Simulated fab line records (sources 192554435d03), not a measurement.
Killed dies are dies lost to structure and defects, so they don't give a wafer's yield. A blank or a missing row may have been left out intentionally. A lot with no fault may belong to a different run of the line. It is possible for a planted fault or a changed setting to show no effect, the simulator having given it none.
A lot that was struck, set against a sound lot + flow n5-finfet + 36 out of 1938 route steps
Sound: these wafers, L323.2, L323.4, L323.6. Struck: wafer L317.2 (left out: L317.3, L317.5 of the same lot, which were not struck); the cause appears at the end.
Order at every step that has rows: each side's tool, ch and its chambers, its first start. Under that, the readings that differ: sound wafers + struck wafers + difference of the means + sigmas: that difference in standard deviations of wafers without a fault.
alike: same words and numbers on both sides, and readings whose means sit less than 2 such deviations apart. not compared: any withheld reading, any reading some wafer has no value for, any bound like >300 that may hide the same value, and any number with overlapping values for which the record gives no deviation.
The two part at a step that has a row with sigmas, a row that says differs or no value, or rows on one side only. Numbers that don't overlap but have no deviation are shown without sigmas and don't part them. Lack of a reading on every wafer of one side parts them only where that side has two or more wafers.

first, 8 steps without rows for these wafers: N5_BEOL_M0_ECD_118 (material Cu, target thk 300 nm); N5_BEOL_M0_ANNEAL_119 (time 90 s); N5_BEOL_M0_CMP_120 (polishes, stops on SiOC, t overpolish 6.9 s); N5_BEOL_M0_PRE_CLEAN_131 (time 15 s); N5_BEOL_M0_CO_CAP_123 (material Co, precursor CCTBA/H2, target thk 2 nm, time 102.1 s); N5_BEOL_M0_PRE_CLEAN_124 (time 15 s); N5_BEOL_M0_DEP_125 (deposits SiCN from 3MS/NH3, target thk 8 nm, time 14 s); N5_BEOL_M1_ILD_DEP_00 (deposits SiOC from DEMS/O2, target thk 79 nm, time 15.3 s).
N5_BEOL_M1_PECVD_72: deposits SiO2 from TEOS/O2, target thk 16 nm, time 18 s.
  sound on pecvd-02 ch 0,1, day 10 00:44; struck on pecvd-03 ch 2, day 8 11:04
| reading                                    | sound                | struck | difference | sigmas |
|--------------------------------------------|----------------------|--------|------------|--------|
| susceptor-temp-C (C)                       | 399.97 399.71 399.95 | 391.92 | -7.96      | -36    |
| model.SiO2_of_BEOL_M1_PECVD_72.thk-nm (nm) | 15.4 15.8 15.4       | 16.8   | +1.3       |        |
  alike: heater-power-w, showerhead-plenum-p-Torr, showerhead-vpp-V, throttle-valve-pct
then, 25 steps without rows for these wafers: N5_BEOL_M1_HM_DEP_02 (deposits TiN, target thk 20 nm); N5_BEOL_M1_COAT_61 (time 60 s, resist thk 60 nm); N5_BEOL_M1_COAT_62 (time 60 s, resist thk 12 nm); N5_BEOL_M1_COAT_73 (time 60 s, resist thk 5 nm); N5_BEOL_M1_COAT_05 (resist thk 30 nm); N5_BEOL_M1_EBR_07; N5_BEOL_M1_SOFTBAKE_06 (time 60 s); N5_BEOL_M1_EXPOSE_08 (exposes mask M1); N5_BEOL_M1_PEB_09 (peb time 60 s); N5_BEOL_M1_DEVELOP_10 (develop time 30 s); N5_BEOL_M1_DESCUM_16 (chemistry O2, time 7 s); N5_BEOL_M1_ETCH_74 (etches underlayer in N2/H2, target depth 6.5 nm, time 5.2 s); N5_BEOL_M1_ETCH_63 (etches SiARC in CF4, target depth 15.6 nm, time 26 s); N5_BEOL_M1_ETCH_64 (etches SOC in N2/H2, target depth 75 nm, overetch 15 nm, time 112.5 s); N5_BEOL_M1_STRIP_65 (strips in N2/H2); N5_BEOL_M1_STRIP_75 (strips in N2/H2); N5_BEOL_M1_STRIP_66 (strips in CF4); N5_BEOL_M1_HM_OPEN_17 (chemistry Cl2/BCl3, target TiN, target depth 20 nm, overetch 6 nm); N5_BEOL_M1_STRIP_19 (strips in O2); N5_BEOL_M1_COAT_67 (time 60 s, resist thk 60 nm); N5_BEOL_M1_COAT_68 (time 60 s, resist thk 12 nm); N5_BEOL_M1_COAT_76 (time 60 s, resist thk 5 nm); N5_BEOL_M1_COAT_22 (resist thk 30 nm); N5_BEOL_M1_EBR_24; N5_BEOL_M1_SOFTBAKE_23 (time 60 s).
N5_BEOL_M1_HM_STRIP_39: strips TiN in peroxide tin strip, target depth 25 nm, time 158 s.
  sound on wet-bench-01 ch 1,2,5, day 11 01:50; struck on wet-bench-03 ch 0, day 8 23:38
| reading                                    | sound          | struck | difference | sigmas |
|--------------------------------------------|----------------|--------|------------|--------|
| model.SiO2_of_BEOL_M1_PECVD_72.thk-nm (nm) | 15.2 15.6 15.2 | 16.6   | +1.3       |        |
-- the record jumps here: 3 days lie between the struck wafers' starts before and after (it left off in module BEOL_M1 and takes up again in module BEOL_M4, whose first step shown is number 1111 of the route) --
N5_BEOL_M4_RC_MEAS_101:
  sound on prober-01 ch 0, day 14 08:53; struck on prober-01 ch 0, day 12 06:25
  alike: DIBL_N, DIBL_P, IOFF_N, IOFF_P, ION_N, ION_P, SS_N, SS_P, VT_N, VT_P

== WHERE THEY PART ==
Within this record, at N5_BEOL_M1_PECVD_72 only. Later steps at which nothing parts them and some readings are alike: N5_BEOL_M4_RC_MEAS_101.

WHY: whatever the simulator had introduced
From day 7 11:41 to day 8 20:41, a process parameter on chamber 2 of pecvd-03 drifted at N5_BEOL_M1_PECVD_72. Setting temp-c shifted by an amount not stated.
